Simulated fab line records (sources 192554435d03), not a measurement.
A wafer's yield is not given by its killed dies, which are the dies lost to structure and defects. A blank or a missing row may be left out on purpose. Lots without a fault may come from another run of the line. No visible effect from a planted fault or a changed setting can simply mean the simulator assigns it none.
Chamber matching -- flow n5-finfet -- rie-diel-02 running N5_FIN_SAQP_ETCH_51: 4 sister chambers
The step etches SiARC in CF4, target depth 45.5 nm, time 75.8 s. 4 wafers are shown with their chamber, then 10 later ones without.

== WAFERS WITH THEIR CHAMBER ==
wafer,chamber,showerhead-plenum-p-Torr (Torr)
L081.3,2,2.20
L083.6,0,2.17
L084.2,1,2.05
L084.5,3,2.17

== WAFERS MISSING THEIR CHAMBER ==
wafer,showerhead-plenum-p-Torr (Torr)
L084.6,2.20
L087.2,2.20
L087.4,2.16
L087.5,2.17
L091.1,2.04
L091.4,2.04
L091.5,2.16
L093.2,2.19
L093.3,2.04
L093.4,2.17

== WHICH CHAMBER EACH WENT THROUGH ==
wafer,from the rows above,in truth
L084.6,2,2
L087.2,2,2
L087.4,can't be placed: 0 or 3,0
L087.5,can't be placed: 0 or 3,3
L091.1,1,1
L091.4,1,1
L091.5,can't be placed: 0 or 3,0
L093.2,can't be placed: 2 or 0 or 3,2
L093.3,1,1
L093.4,can't be placed: 0 or 3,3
Placed correctly: 5 of 10. From these rows, 5 cannot be placed; in 5 the true chamber is one of the candidates. Placed wrongly: 0.
How it was worked out, from the rows above alone: a wafer's distance from a chamber is the root of the sum, over the readings, of the square of ((its reading less the chamber's mean) divided by the reading's scatter). If the next closest chamber is less than 2 further off than the closest, the wafer can't be placed; otherwise it belongs to the closest. A chamber's mean is the mean of its shown wafers. The scatter: with one shown wafer a chamber, the root of the mean of the squares of how far each hidden wafer lies from its nearest shown one.
